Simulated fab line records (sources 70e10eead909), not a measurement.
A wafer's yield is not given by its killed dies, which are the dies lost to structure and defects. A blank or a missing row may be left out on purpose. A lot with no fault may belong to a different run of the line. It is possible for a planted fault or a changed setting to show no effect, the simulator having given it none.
Struck lot and sound lot, side by side / flow nand harc / 15 steps out of a route of 1302
Sound: these wafers, L874.2, L874.3, L874.6. Struck: wafer L871.4 (left out: L871.3, a lot-mate that was not struck); the cause follows at the end.
Per side, at each step with rows, come the tool, then ch with its chambers, and then its first start. Under that, the readings that differ: sound wafers / struck wafers / difference of the means / sigmas: that difference in standard deviations of wafers without a fault.
alike: words and numbers the same on both sides, and readings whose means are apart by under 2 such deviations; not compared: readings that were withheld, readings missing a value for some wafer, numbers with overlapping values and no deviation given by the record, and bounds like >300 which may hide the same value.
The two part at a step that has a row with sigmas, a row that says differs or no value, or rows on one side only. Non-overlapping numbers with no deviation appear without sigmas and do not part them. A reading that every wafer of one side lacks parts them only if that side has two wafers or more.

first, 2 steps without rows for these wafers: NHARC_A_CONTACT_STRIP_100 (strips in CF4/CHF3); NHARC_A_CONTACT_STRIP_101 (strips in O2/COS).
NHARC_A_CONTACT_ETCH_102: etches the open film in CF4/O2, target depth 100 nm, overetch 10 nm, time 55 s.
  sound on rie diel-01 ch 1,3, day 27 20:22; struck on rie diel-01 ch 3, day 26 07:07
  alike: drypump motor current A, oes_o_777_au, oes product au, rf vpp V, showerhead plenum p Torr, throttle valve pct
  not compared: rf hours counter h
NHARC_A_CONTACT_STRIP_55: strips in O2.
  sound on rie diel-01 ch 0,1; struck on rie diel-01 ch 1
  alike: drypump motor current A, oes product au, rf vpp V, showerhead plenum p Torr, throttle valve pct
  not compared: rf hours counter h
then, 1 step without rows for these wafers: NHARC_A_CONTACT_STRIP_56 (strips in post etch residue remover, time 600 s).
NHARC_A_CONTACT_DEP_57: deposits aC, target thk 5300 nm.
  sound on acl dep-02 ch 0, day 27 21:34; struck on acl dep-03 ch 0, day 26 11:45
reading=throttle valve pct (%); sound=34.992 34.997 35.007; struck=35.020; difference=+0.021; sigmas=+2
NHARC_A_CONTACT_DEP_58: deposits SiON, target thk 90 nm.
  sound on pecvd-01 ch 0,2, day 28 00:16; struck on pecvd-03 ch 2, day 26 13:56
  alike: heater power w
then, 5 steps without rows for these wafers: NHARC_A_CONTACT_DEHYDRATE_59 (time 120 s); NHARC_A_CONTACT_HMDS_60 (time 30 s); NHARC_A_CONTACT_COAT_61 (time 75 s); NHARC_A_CONTACT_COAT_62 (time 65 s); NHARC_A_CONTACT_COAT_63 (resist thk 90 nm).
NHARC_A_CONTACT_SOFTBAKE_64: time 55 s.
  sound on litho track-04 ch 0, day 28 00:00; struck on litho track-06 ch 0, day 26 14:00
reading=heater power total W (W); sound=188.35 188.35 188.48; struck=322.92; difference=+134.53; sigmas=+99 or more
  not compared: plate temp C
next, for these wafers, 1 step has no rows: NHARC_A_CONTACT_EBR_65.
NHARC_END_SORT_01:
  the record has rows for the sound wafers here (prober-01 ch 0, day 30 14:55) and none for the struck ones

WHERE THEY PART
Last at NHARC_END_SORT_01 as far as this record goes, first at NHARC_A_CONTACT_DEP_57.

WHY: what the simulator had put in
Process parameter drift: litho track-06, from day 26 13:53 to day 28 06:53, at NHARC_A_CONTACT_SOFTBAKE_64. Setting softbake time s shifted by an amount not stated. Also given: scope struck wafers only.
